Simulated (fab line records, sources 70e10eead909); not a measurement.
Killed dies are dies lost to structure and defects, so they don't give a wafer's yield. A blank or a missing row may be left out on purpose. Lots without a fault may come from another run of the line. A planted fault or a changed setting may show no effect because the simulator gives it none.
A struck lot beside a sound one | flow nand_harc | 15 steps out of a route of 1302
Sound: wafers L445.3, L445.4, L445.6. Struck: wafer L449.1. (L449.4, L449.6 of the same lot were not struck and are left out.) The cause comes at the end.
At each step with rows: each side's tool, then ch and its chambers, then its first start. Under that, the readings that differ: sound wafers | struck wafers | difference of the means | sigmas: that difference in standard deviations of wafers without a fault.
alike: readings whose means differ by less than 2 such deviations, and words and numbers that are the same on both sides. not compared: withheld readings, readings that some wafer has no value for, bounds like >300 that may hide the same value, and numbers for which the record gives no deviation and whose values overlap.
The two part at a step that has a row with sigmas, a row that says differs or no value, or rows on one side only. Numbers that don't overlap but have no deviation are shown without sigmas and don't part them. A reading that every wafer of one side lacks parts them only if that side has two wafers or more.

first, 7 steps without rows for these wafers: NHARC_A_M1_COAT_34 (time 65 s); NHARC_A_M1_COAT_03 (resist thk 90 nm); NHARC_A_M1_SOFTBAKE_04 (time 55 s); NHARC_A_M1_EBR_05; NHARC_A_M1_EXPOSE_06 (exposes mask A M1, target cd 120 nm); NHARC_A_M1_PEB_07 (peb time 65 s); NHARC_A_M1_DEVELOP_08 (develop time 35 s).
NHARC_A_M1_CD_MEAS_09: target cd 120 nm.
  sound on cd_sem-01 ch 0, day 28 20:01; struck on cd_sem-01 ch 0, day 30 05:48
  alike: cd_nm
NHARC_A_M1_OVL_MEAS_10: pitch 240 nm.
  sound on overlay-02, day 28 20:05; struck on overlay-01, day 30 05:53
  reading           | sound       | struck | difference | sigmas
  overlay_y_nm (nm) | 1.9 1.6 1.5 | -0.8   | -2.5       | -3
  alike: overlay_x_nm
NHARC_A_M1_INSPECT_11:
  sound on defect_inspect-01, day 28 20:08; struck on defect_inspect-01, day 30 05:55
  alike: raw_defect_count
NHARC_A_M1_DESCUM_14: chemistry O2, time 3 s.
  sound on rie_diel-01 ch 1,2,3, day 28 20:13; struck on rie_diel-01 ch 2, day 30 05:59
  alike: drypump_motor_current_A, oes_product_au, rf_vpp_V, showerhead_plenum_p_Torr, throttle_valve_pct
  not compared: rf_hours_counter_h
NHARC_A_M1_ETCH_35: etches the open film in N2/H2, target depth 40 nm, overetch 12 nm, time 43.94 s.
  sound on rie_diel-01 ch 1,3, day 28 20:17; struck on rie_diel-01 ch 0, day 30 06:05
  alike: drypump_motor_current_A, oes_product_au, rf_vpp_V, run_length_s, showerhead_plenum_p_Torr, throttle_valve_pct
  not compared: rf_hours_counter_h
NHARC_A_M1_ETCH_15: etches the open film in C4F8/Ar, target depth 182.5 nm, time 91.2 s.
  sound on rie_diel-01 ch 0,1, day 28 20:22; struck on rie_diel-01 ch 0, day 30 06:10
  reading               | sound             | struck | difference | sigmas
  oes_product_au (a.u.) | 0.925 0.922 0.920 | 0.970  | +0.048     | +2
  run_length_s (s)      | 112.3 113.1 113.0 | 105.8  | -7.0       | -14
  alike: rf_vpp_V
  not compared: rf_hours_counter_h
NHARC_A_M1_CD_MEAS_16:
  sound on cd_sem-01, day 28 20:30; struck on cd_sem-01, day 30 06:17
  alike: cd_nm
NHARC_END_SORT_01:
  the record has rows for the sound wafers here (prober-01 ch 0, day 30 15:13) and none for the struck ones

WHERE THEY PART
First at NHARC_A_M1_OVL_MEAS_10; last, within this record, at NHARC_END_SORT_01.

WHY: what the simulator had put in
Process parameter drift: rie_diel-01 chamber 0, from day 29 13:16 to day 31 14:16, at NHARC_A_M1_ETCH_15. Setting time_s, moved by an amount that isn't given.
